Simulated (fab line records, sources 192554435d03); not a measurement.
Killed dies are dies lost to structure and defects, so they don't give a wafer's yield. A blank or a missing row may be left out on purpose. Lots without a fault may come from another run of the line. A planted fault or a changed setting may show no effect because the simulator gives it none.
Which tool did it? | flow n5_finfet | 24 lots, 72 wafers sampled, at 6 steps of a route of 1938

WHAT THE GAUGES READ, wafer by wafer
N5_BEOL_M5_CD_MEAS_11: target cd 27.74 nm. Usual: cd_nm 28.0 nm, standard deviation 0.3.
lot  | measured     | on        | cd_nm (nm)     | flag
L074 | day 7 19:49  | cd_sem-02 | 27.4 27.7 27.0 |
L076 | day 8 08:50  | cd_sem-01 | 27.9 28.0 28.1 |
L075 | day 8 11:41  | cd_sem-03 | 27.9 28.1 28.1 |
L077 | day 8 14:22  | cd_sem-01 | 27.6 28.5 28.2 |
L078 | day 9 00:05  | cd_sem-01 | 27.8 27.5 28.0 |
L079 | day 9 06:24  | cd_sem-02 | 27.7 27.4 27.5 |
L081 | day 9 11:29  | cd_sem-03 | 28.1 27.7 28.4 |
L080 | day 9 15:23  | cd_sem-02 | 28.0 27.7 27.8 |
L082 | day 10 01:10 | cd_sem-03 | 28.0 28.2 27.9 |
L083 | day 10 08:10 | cd_sem-03 | 28.0 27.9 28.2 |
L084 | day 10 08:13 | cd_sem-03 | 28.2 28.6 28.2 |
L085 | day 10 17:50 | cd_sem-02 | 27.9 27.6 27.6 |
L086 | day 10 23:04 | cd_sem-02 | 27.9 28.1 27.7 |
L088 | day 11 07:05 | cd_sem-03 | 28.6 28.1 28.0 |
L087 | day 11 10:28 | cd_sem-02 | 27.8 27.8 28.3 |
L089 | day 11 16:37 | cd_sem-01 | 28.2 28.0 28.0 |
L091 | day 12 09:20 | cd_sem-01 | 28.1 28.1 28.5 |
L090 | day 12 18:28 | cd_sem-03 | 28.5 28.2 27.8 |
L093 | day 12 18:31 | cd_sem-01 | 28.1 27.8 27.5 |
L092 | day 13 05:22 | cd_sem-03 | 28.1 28.1 28.2 |
L094 | day 13 12:38 | cd_sem-01 | 27.9 28.2 28.2 |
L095 | day 13 15:25 | cd_sem-03 | 28.1 28.0 28.2 |
L096 | day 13 18:37 | cd_sem-01 | 28.4 27.6 27.6 |
L097 | day 14 03:32 | cd_sem-03 | 27.6 27.9 27.9 |

N5_BEOL_M5_OVL_MEAS_29. Usual: V4_OVL -0.4 nm, standard deviation 0.66.
lot  | measured     | on         | V4_OVL (nm)    | flag
L074 | day 7 23:17  | overlay-02 | -0.3 0.8 -0.2  |
L076 | day 8 10:15  | overlay-02 | -0.2 -1.3 -0.6 |
L075 | day 8 12:38  | overlay-02 | -0.7 0.5 0.4   |
L077 | day 8 16:56  | overlay-01 | 0.4 -0.2 0.6   |
L078 | day 9 01:19  | overlay-02 | -0.5 -0.8 -0.5 |
L079 | day 9 08:00  | overlay-02 | -0.8 -1.6 -0.3 |
L081 | day 9 14:05  | overlay-01 | 0.1 -0.8 0.0   |
L080 | day 9 18:02  | overlay-02 | -1.2 -0.4 -1.1 |
L082 | day 10 02:04 | overlay-02 | -0.4 -1.6 0.6  |
L083 | day 10 09:16 | overlay-02 | -0.9 -0.8 -0.9 |
L084 | day 10 09:19 | overlay-01 | 0.5 -0.7 0.2   |
L085 | day 10 18:45 | overlay-02 | -0.4 -0.4 -0.9 |
L086 | day 10 23:58 | overlay-02 | -0.1 0.1 -0.6  |
L088 | day 11 09:15 | overlay-02 | -1.2 -1.0 -0.2 |
L087 | day 11 11:55 | overlay-02 | -0.4 -1.7 -0.8 |
L089 | day 11 17:47 | overlay-01 | 0.2 -0.3 -0.7  |
L091 | day 12 10:52 | overlay-01 | 0.5 0.6 -0.2   |
L090 | day 12 21:05 | overlay-01 | -0.4 -0.3 -0.8 |
L093 | day 12 20:55 | overlay-02 | -0.3 0.1 -0.2  |
L092 | day 13 07:38 | overlay-01 | -1.0 -1.0 -0.3 |
L094 | day 13 14:19 | overlay-02 | 0.3 -0.1 0.4   |
L095 | day 13 17:09 | overlay-01 | -1.3 -1.5 -1.4 |
L096 | day 13 19:46 | overlay-01 | -0.4 -0.4 -0.4 |
L097 | day 14 04:33 | overlay-01 | -0.4 -1.2 -0.4 |

WHICH TOOL RAN EACH LOT (tool, then ch and the chambers of the sampled wafers, then the start)
lot  | N5_BEOL_M4_DEP_57               | N5_BEOL_M5_CURE_79            | N5_BEOL_M5_PECVD_70             | N5_BEOL_M5_ETCH_61
L074 | pecvd-04 ch 0,2, day 7 17:00    | uv_cure-02 ch 0, day 7 18:19  | pecvd-01 ch 1,2, day 7 18:42    | rie_diel-06 ch 0,1,2, day 7 20:04
L076 | pecvd-02 ch 0,1, day 8 06:32    | uv_cure-01 ch 0, day 8 07:41  | pecvd-03 ch 0,1, day 8 08:14    | rie_diel-06 ch 1,2, day 8 09:01
L075 | pecvd-02 ch 0,1, day 8 09:06    | uv_cure-01 ch 0, day 8 10:20  | pecvd-03 ch 1,2, day 8 10:48    | rie_diel-06 ch 1,2,3, day 8 11:55
L077 | pecvd-03 ch 1,2, day 8 11:29    | uv_cure-02 ch 1, day 8 12:42  | pecvd-03 ch 0,1,2, day 8 13:10  | rie_diel-03 ch 1,2,3, day 8 14:33
L078 | pecvd-02 ch 0,1,2, day 8 21:49  | uv_cure-03 ch 2, day 8 23:07  | pecvd-03 ch 0,1,2, day 8 23:30  | rie_diel-03 ch 0,1,3, day 9 00:27
L079 | pecvd-02 ch 0,1, day 9 03:35    | uv_cure-03 ch 2, day 9 04:46  | pecvd-01 ch 0,2, day 9 05:19    | rie_diel-01 ch 0,1, day 9 06:43
L081 | pecvd-02 ch 1,2, day 9 08:33    | uv_cure-02 ch 1, day 9 09:46  | pecvd-02 ch 0,1,2, day 9 10:14  | rie_diel-01 ch 0,2,3, day 9 12:01
L080 | pecvd-02 ch 0,1,2, day 9 11:02  | uv_cure-02 ch 0, day 9 12:27  | pecvd-01 ch 0,1,2, day 9 13:00  | rie_diel-06 ch 0,1,3, day 9 15:34
L082 | pecvd-03 ch 0,1, day 9 15:13    | uv_cure-02 ch 2, day 9 16:26  | pecvd-02 ch 0,1,2, day 9 16:55  | rie_diel-01 ch 0,1,2, day 10 01:21
L083 | pecvd-04 ch 1,2, day 10 03:19   | uv_cure-01 ch 1, day 10 04:40 | pecvd-03 ch 0,1, day 10 05:13   | rie_diel-01 ch 0,1,2, day 10 08:20
L084 | pecvd-02 ch 1,2, day 10 03:30   | uv_cure-01 ch 1, day 10 05:37 | pecvd-02 ch 1,2, day 10 06:10   | rie_diel-01 ch 0,2, day 10 08:34
L085 | pecvd-02 ch 0,1,2, day 10 15:06 | uv_cure-02 ch 0, day 10 16:42 | pecvd-01 ch 0,1,2, day 10 17:16 | rie_diel-01 ch 0,3, day 10 18:01
L086 | pecvd-04 ch 1,2, day 10 19:47   | uv_cure-02 ch 0, day 10 21:05 | pecvd-02 ch 1,2, day 10 21:57   | rie_diel-06 ch 0,2, day 10 23:14
L088 | pecvd-03 ch 0,1,2, day 11 03:46 | uv_cure-02 ch 2, day 11 04:55 | pecvd-02 ch 0,1,2, day 11 05:28 | rie_diel-03 ch 0,1,3, day 11 07:19
L087 | pecvd-04 ch 0,1,2, day 11 06:27 | uv_cure-03 ch 0, day 11 07:35 | pecvd-01 ch 0,1,2, day 11 08:08 | rie_diel-06 ch 0,1,2, day 11 10:39
L089 | pecvd-03 ch 0,2, day 11 10:51   | uv_cure-02 ch 0, day 11 11:59 | pecvd-02 ch 0,1,2, day 11 12:32 | rie_diel-01 ch 1,2,3, day 11 16:52
L091 | pecvd-03 ch 0,2, day 12 06:53   | uv_cure-02 ch 1, day 12 08:23 | pecvd-03 ch 0,2, day 12 08:46   | rie_diel-06 ch 0,1,3, day 12 09:31
L090 | pecvd-02 ch 0,1, day 12 15:07   | uv_cure-02 ch 0, day 12 16:20 | pecvd-03 ch 0,2, day 12 16:49   | rie_diel-01 ch 2,3, day 12 18:43
L093 | pecvd-04 ch 2, day 12 15:19     | uv_cure-03 ch 0, day 12 16:28 | pecvd-01 ch 1,2, day 12 17:01   | rie_diel-01 ch 1,2,3, day 12 18:56
L092 | pecvd-03 ch 1,2, day 13 02:11   | uv_cure-02 ch 2, day 13 03:26 | pecvd-02 ch 0,1,2, day 13 03:55 | rie_diel-06 ch 0,1, day 13 05:32
L094 | pecvd-03 ch 1,2, day 13 09:21   | uv_cure-02 ch 1, day 13 10:32 | pecvd-02 ch 0,2, day 13 11:05   | rie_diel-06 ch 1,2,3, day 13 12:49
L095 | pecvd-02 ch 0,2, day 13 11:53   | uv_cure-03 ch 2, day 13 13:12 | pecvd-01 ch 1,2, day 13 13:35   | rie_diel-03 ch 1,2, day 13 15:35
L096 | pecvd-02 ch 0,1,2, day 13 15:58 | uv_cure-01 ch 0, day 13 17:28 | pecvd-02 ch 1,2, day 13 17:57   | rie_diel-06 ch 1,3, day 13 18:47
L097 | pecvd-02 ch 0,1,2, day 14 01:23 | uv_cure-03 ch 1, day 14 02:37 | pecvd-03 ch 1,2, day 14 03:05   | rie_diel-03 ch 1,2,3, day 14 03:42
- N5_BEOL_M4_DEP_57: deposits SiCN from 3MS/NH3, target thk 8 nm, time 14 s.
- N5_BEOL_M5_CURE_79: cures SiCOH lowk, time 240 s.
- N5_BEOL_M5_PECVD_70: deposits SiO2 from TEOS/O2, target thk 16 nm, time 18 s.
- N5_BEOL_M5_ETCH_61: etches SiARC in CF4, target depth 15.6 nm, time 26 s.

WHAT THE TOOLS THEMSELVES READ (means of the sampled wafers that have a number; where no wafer has one, the mark that the record gives instead)
N5_BEOL_M4_DEP_57. Usual: showerhead_plenum_p_Torr 3.670 Torr, standard deviation 0.0095; throttle_valve_pct 8.8 %, standard deviation 0.5.
lot  | tool     | showerhead_plenum_p_Torr (Torr) | throttle_valve_pct (%) | flag
L074 | pecvd-04 | 3.675                           | 9.6                    |
L076 | pecvd-02 | 3.673                           | 8.7                    |
L075 | pecvd-02 | 3.675                           | 8.7                    |
L077 | pecvd-03 | 3.669                           | 8.7                    |
L078 | pecvd-02 | 3.669                           | 8.6                    |
L079 | pecvd-02 | 3.678                           | 8.5                    |
L081 | pecvd-02 | 3.672                           | 8.4                    |
L080 | pecvd-02 | 3.672                           | 8.7                    |
L082 | pecvd-03 | 3.672                           | 9.2                    |
L083 | pecvd-04 | 3.665                           | 9.4                    |
L084 | pecvd-02 | 3.673                           | 8.5                    |
L085 | pecvd-02 | 3.673                           | 8.5                    |
L086 | pecvd-04 | 3.660                           | 9.5                    |
L088 | pecvd-03 | 3.671                           | 8.8                    |
L087 | pecvd-04 | 3.670                           | 9.6                    |
L089 | pecvd-03 | 3.674                           | 8.5                    |
L091 | pecvd-03 | 3.682                           | 8.9                    |
L090 | pecvd-02 | 3.673                           | 8.9                    |
L093 | pecvd-04 | 3.672                           | 8.8                    |
L092 | pecvd-03 | 3.663                           | 8.6                    |
L094 | pecvd-03 | 3.667                           | 8.8                    |
L095 | pecvd-02 | 3.669                           | 8.7                    |
L096 | pecvd-02 | 3.666                           | 8.7                    |
L097 | pecvd-02 | 3.670                           | 8.6                    |

N5_BEOL_M5_CURE_79. Usual: lamp_power_pct 52.32 %, standard deviation 0.056; wafer_temp_C_max 386.6, standard deviation 0.62.
lot  | tool       | lamp_power_pct (%) | wafer_temp_C_max | flag
L074 | uv_cure-02 | 52.26              | 386.9            |
L076 | uv_cure-01 | 52.33              | 386.2            |
L075 | uv_cure-01 | 52.29              | 386.3            |
L077 | uv_cure-02 | 52.29              | 386.2            |
L078 | uv_cure-03 | 52.34              | 386.9            |
L079 | uv_cure-03 | 52.31              | 386.7            |
L081 | uv_cure-02 | 52.35              | 385.8            |
L080 | uv_cure-02 | 52.34              | 386.4            |
L082 | uv_cure-02 | 52.33              | 386.6            |
L083 | uv_cure-01 | 52.30              | 386.3            |
L084 | uv_cure-01 | 52.33              | 386.0            |
L085 | uv_cure-02 | 52.31              | 386.0            |
L086 | uv_cure-02 | 52.38              | 387.0            |
L088 | uv_cure-02 | 52.33              | 386.9            |
L087 | uv_cure-03 | 52.30              | 386.4            |
L089 | uv_cure-02 | 52.31              | 387.2            |
L091 | uv_cure-02 | 52.32              | 386.1            |
L090 | uv_cure-02 | 52.30              | 387.1            |
L093 | uv_cure-03 | 52.35              | 386.2            |
L092 | uv_cure-02 | 52.30              | 387.6            |
L094 | uv_cure-02 | 52.27              | 385.9            |
L095 | uv_cure-03 | 52.36              | 387.5            |
L096 | uv_cure-01 | 52.33              | 386.3            |
L097 | uv_cure-03 | 52.39              | 388.1            |

N5_BEOL_M5_PECVD_70. Usual: heater_power_w 748 W, standard deviation 120; showerhead_plenum_p_Torr 8.81 Torr, standard deviation 0.041; throttle_valve_pct 21.7 %, standard deviation 0.82.
lot  | tool     | heater_power_w (W) | showerhead_plenum_p_Torr (Torr) | throttle_valve_pct (%) | flag
L074 | pecvd-01 | 795                | 8.81                            | 22.5                   |
L076 | pecvd-03 | 739                | 8.82                            | 22.3                   |
L075 | pecvd-03 | 709                | 8.78                            | 21.7                   |
L077 | pecvd-03 | 754                | 8.80                            | 21.8                   |
L078 | pecvd-03 | 751                | 8.83                            | 21.9                   |
L079 | pecvd-01 | 693                | 8.79                            | 21.2                   |
L081 | pecvd-02 | 697                | 8.82                            | 21.2                   |
L080 | pecvd-01 | 744                | 8.81                            | 21.9                   |
L082 | pecvd-02 | 712                | 8.82                            | 21.1                   |
L083 | pecvd-03 | 724                | 8.79                            | 22.2                   |
L084 | pecvd-02 | 624                | 8.84                            | 21.0                   |
L085 | pecvd-01 | 781                | 8.81                            | 22.0                   |
L086 | pecvd-02 | 607                | 8.83                            | 21.0                   |
L088 | pecvd-02 | 758                | 8.81                            | 21.2                   |
L087 | pecvd-01 | 803                | 8.81                            | 21.9                   |
L089 | pecvd-02 | 708                | 8.81                            | 21.3                   |
L091 | pecvd-03 | 699                | 8.88                            | 22.0                   |
L090 | pecvd-03 | 688                | 8.85                            | 22.2                   |
L093 | pecvd-01 | 684                | 8.84                            | 22.5                   |
L092 | pecvd-02 | 713                | 8.79                            | 21.4                   |
L094 | pecvd-02 | 834                | 8.80                            | 21.8                   |
L095 | pecvd-01 | 796                | 8.82                            | 22.6                   |
L096 | pecvd-02 | 653                | 8.82                            | 21.1                   |
L097 | pecvd-03 | 661                | 8.78                            | 21.4                   |

N5_BEOL_M5_ETCH_61. Usual: drypump_motor_current_A 5.9 A, standard deviation 0.46; etch_rf_on_time_s 26.0 s, standard deviation 0.81; oes_product_au 0.66 a.u., standard deviation 0.073; rf_vpp_V 183.9 V, standard deviation 1.3; showerhead_plenum_p_Torr 2.13 Torr, standard deviation 0.087; throttle_valve_pct 15.68 %, standard deviation 0.27.
lot  | tool        | drypump_motor_current_A (A) | etch_rf_on_time_s (s) | oes_product_au (a.u.) | rf_vpp_V (V) | showerhead_plenum_p_Torr (Torr) | throttle_valve_pct (%) | flag
L074 | rie_diel-06 | 6.2                         | 25.9                  | 0.66                  | 184.1        | 2.13                            | 15.64                  |
L076 | rie_diel-06 | 5.9                         | 26.0                  | 0.64                  | 184.9        | 2.15                            | 15.91                  |
L075 | rie_diel-06 | 6.0                         | 26.0                  | 0.67                  | 183.1        | 2.12                            | 15.65                  |
L077 | rie_diel-03 | 6.3                         | 26.3                  | 0.62                  | 183.7        | 2.12                            | 15.73                  |
L078 | rie_diel-03 | 6.1                         | 25.9                  | 0.63                  | 183.7        | 2.11                            | 15.73                  |
L079 | rie_diel-01 | 5.5                         | 26.2                  | 0.75                  | 183.8        | 2.17                            | 15.71                  |
L081 | rie_diel-01 | 5.4                         | 26.2                  | 0.62                  | 184.2        | 2.17                            | 15.91                  |
L080 | rie_diel-06 | 6.3                         | 25.8                  | 0.68                  | 183.9        | 2.10                            | 15.40                  |
L082 | rie_diel-01 | 5.5                         | 26.4                  | 0.67                  | 184.3        | 2.17                            | 15.76                  |
L083 | rie_diel-01 | 5.5                         | 26.6                  | 0.66                  | 184.4        | 2.17                            | 15.77                  |
L084 | rie_diel-01 | 5.4                         | 27.0                  | 0.60                  | 184.2        | 2.18                            | 15.82                  |
L085 | rie_diel-01 | 5.4                         | 26.2                  | 0.62                  | 184.2        | 2.15                            | 16.02                  |
L086 | rie_diel-06 | 6.2                         | 25.1                  | 0.70                  | 182.3        | 2.06                            | 15.46                  |
L088 | rie_diel-03 | 6.1                         | 25.5                  | 0.62                  | 183.4        | 2.10                            | 15.76                  |
L087 | rie_diel-06 | 6.2                         | 25.7                  | 0.72                  | 184.2        | 2.13                            | 15.51                  |
L089 | rie_diel-01 | 5.4                         | 26.0                  | 0.67                  | 184.1        | 2.18                            | 15.80                  |
L091 | rie_diel-06 | 6.3                         | 25.3                  | 0.67                  | 183.5        | 2.09                            | 15.43                  |
L090 | rie_diel-01 | 5.4                         | 26.0                  | 0.63                  | 184.0        | 2.17                            | 15.98                  |
L093 | rie_diel-01 | 5.4                         | 25.9                  | 0.67                  | 184.4        | 2.18                            | 15.81                  |
L092 | rie_diel-06 | 6.5                         | 25.5                  | 0.65                  | 184.4        | 2.10                            | 15.45                  |
L094 | rie_diel-06 | 6.0                         | 25.7                  | 0.71                  | 183.9        | 2.11                            | 15.55                  |
L095 | rie_diel-03 | 6.6                         | 26.5                  | 0.57                  | 183.9        | 2.10                            | 16.02                  |
L096 | rie_diel-06 | 6.1                         | 25.6                  | 0.66                  | 182.3        | 2.07                            | 15.46                  |
L097 | rie_diel-03 | 6.3                         | 26.4                  | 0.59                  | 183.5        | 2.10                            | 15.81                  |

THE ANSWER, worked out from the rows above alone
Rule: a lot is off if the mean of its wafers that have a number lies more than 3 standard deviations from the usual mean. A lot without any number at a reading at which 4 lots or more have one is off too. The other lots that the step has rows for count as sound. The gauges are gone through in route order, then the tools' own readings, and for those a lot's mean is taken as printed above. The first step at which some lot is off is used, and at that step the reading that is off furthest; a lot without a number counts as furthest.
No lot is off at any reading shown: from this, nothing can be told.

WHAT THE SIMULATOR HAD PUT IN
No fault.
